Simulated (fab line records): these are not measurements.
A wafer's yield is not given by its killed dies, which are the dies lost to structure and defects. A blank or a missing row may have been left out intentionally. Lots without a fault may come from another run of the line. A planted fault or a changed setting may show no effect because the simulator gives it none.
Chamber matching | flow n5Finfet | N5_BEOL_M2_PECVD_72 on pecvd-04 has 3 sister chambers
The step deposits SiO2 from TEOS/O2, target thk 16 nm, time 18 s. 3 wafers are shown with their chamber, then 12 later ones without.

WAFERS, EACH WITH ITS CHAMBER
wafer  | chamber | throttleValvePct (%)
L085.6 | 1       | 24.0
L091.5 | 0       | 21.2
L091.6 | 2       | 21.2

WAFERS WHOSE CHAMBER IS MISSING
wafer  | throttleValvePct (%)
L092.2 | 21.1
L092.3 | 20.9
L092.6 | 20.9
L094.1 | 23.9
L094.2 | 20.9
L094.3 | 21.4
L094.4 | 21.1
L094.5 | 21.1
L094.6 | 24.1
L095.2 | 21.3
L095.4 | 21.3
L095.5 | 24.0

EACH ONE'S CHAMBER
wafer  | from the rows above     | in truth
L092.2 | can't be placed: 0 or 2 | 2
L092.3 | can't be placed: 0 or 2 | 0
L092.6 | can't be placed: 0 or 2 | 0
L094.1 | 1                       | 1
L094.2 | can't be placed: 0 or 2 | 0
L094.3 | can't be placed: 0 or 2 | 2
L094.4 | can't be placed: 0 or 2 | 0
L094.5 | can't be placed: 0 or 2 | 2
L094.6 | 1                       | 1
L095.2 | can't be placed: 0 or 2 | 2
L095.4 | can't be placed: 0 or 2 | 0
L095.5 | 1                       | 1
Placed correctly: 3 of 12. Cannot be placed on the basis of these rows: 9; the candidates contain the true chamber in 9. Number placed wrongly: 0.
How it was worked out, from the rows above alone: a wafer's distance from a chamber is the root of the sum, over the readings, of the square of ((its reading less the chamber's mean) divided by the reading's scatter). If the next closest chamber is less than 2 further off than the closest, the wafer can't be placed; otherwise it belongs to the closest. For every chamber, the mean is computed from those of its wafers that are shown. The scatter: root of mean squared gap, hidden wafer to nearest shown wafer, with one shown wafer a chamber.
